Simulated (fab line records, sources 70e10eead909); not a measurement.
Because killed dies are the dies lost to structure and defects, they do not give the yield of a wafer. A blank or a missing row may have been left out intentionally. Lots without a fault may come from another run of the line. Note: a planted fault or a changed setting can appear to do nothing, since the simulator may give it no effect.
Check of tool commonality | flow nand harc | Lots sampled 2, wafers sampled 6

## WHAT PROMPTED THE OPENING
Flagged at NHARC_END_SORT_01: reading killed at array, on 2 of 2 lots. No-fault wafers: 55, standard deviation 17.
Rule: a lot is flagged when every wafer of it that has a number lies more than 4 standard deviations from that mean, or none has a number. As for the other lots, they are considered sound.

lot  | measured     | on        | killed at array, wafer by wafer | flag
L806 | day 28 10:04 | prober-02 | 450 479 463                     | FLAGGED
L808 | day 28 20:35 | prober-02 | 489 479 466                     | FLAGGED
The mean of the flagged lots' numbers is 471, +416 from the usual (+24 standard deviations).

## EACH LOT AND THE TOOL IT RAN ON
Before the reading, the record contains 3 process steps out of a 1302-step route. Each cell gives the tool, then ch followed by the chambers the sampled wafers passed through, then the start.
lot  | flag    | NHARC_A_DECK1_JOINT_CMP_13    | NHARC_A_BONDPAD_PRE_CLEAN_26            | NHARC_A_BONDPAD_CMP_19
L806 | FLAGGED | cmp-02 ch 1,2, day 15 06:40   | pvd sputter-03, day 27 03:02 or earlier | cmp-04 ch 0,2,3, day 27 03:02
L808 | FLAGGED | cmp-02 ch 0,1,3, day 15 20:59 | pvd sputter-03, day 27 14:32 or earlier | cmp-03 ch 0,1,2, day 27 14:32
What the steps here do:
- NHARC_A_DECK1_JOINT_CMP_13: polishes, target thk 51.023 nm.
- NHARC_A_BONDPAD_PRE_CLEAN_26: time 30 s.
- NHARC_A_BONDPAD_CMP_19: polishes, t overpolish 30 s, cu recess touch 16 s, target thk 169.82 nm.
- NHARC_END_SORT_01

## FLAGGED AGAINST TOTAL, ONE TOOL AT A TIME (gauges that did the reading follow at the end)
step                         | tool           | lots run | flagged | share of the flagged lots | sound lots run after its first flagged lot
NHARC_A_DECK1_JOINT_CMP_13   | cmp-02         | 2        | 2       | all                       | 0
NHARC_A_BONDPAD_PRE_CLEAN_26 | pvd sputter-03 | 2        | 2       | all                       | 0
NHARC_A_BONDPAD_CMP_19       | cmp-03         | 1        | 1       | some                      | 0
NHARC_A_BONDPAD_CMP_19       | cmp-04         | 1        | 1       | some                      | 0
NHARC_END_SORT_01            | prober-02      | 2        | 2       | all                       | 0
NHARC_A_BONDPAD_PRE_CLEAN_26: start missing for some lots; hours and lot order therefore follow NHARC_A_BONDPAD_CMP_19.

## THE TABLE: WHAT IT ALLOWS
All flagged lots were run by 3 table rows, namely cmp-02 at NHARC_A_DECK1_JOINT_CMP_13, pvd sputter-03 at NHARC_A_BONDPAD_PRE_CLEAN_26, prober-02 at NHARC_END_SORT_01.
- cmp-02 at NHARC_A_DECK1_JOINT_CMP_13 ran 2 lots, 2 of them flagged. The start can't be narrowed down: in this sample, it ran no sound lot prior to its first flagged lot.
- pvd sputter-03 at NHARC_A_BONDPAD_PRE_CLEAN_26 ran 2 lots, 2 of them flagged. The start can't be narrowed down: in this sample, it ran no sound lot prior to its first flagged lot.
- prober-02 at NHARC_END_SORT_01 ran 2 lots, 2 of them flagged. The start can't be narrowed down: in this sample, it ran no sound lot prior to its first flagged lot.
Because each of these 3 tools fits a fault that began at some hour, counting lots does not separate them. More lots, or a look at what each step does to the wafer, might.

## WHAT THE SIMULATOR HAD PUT IN
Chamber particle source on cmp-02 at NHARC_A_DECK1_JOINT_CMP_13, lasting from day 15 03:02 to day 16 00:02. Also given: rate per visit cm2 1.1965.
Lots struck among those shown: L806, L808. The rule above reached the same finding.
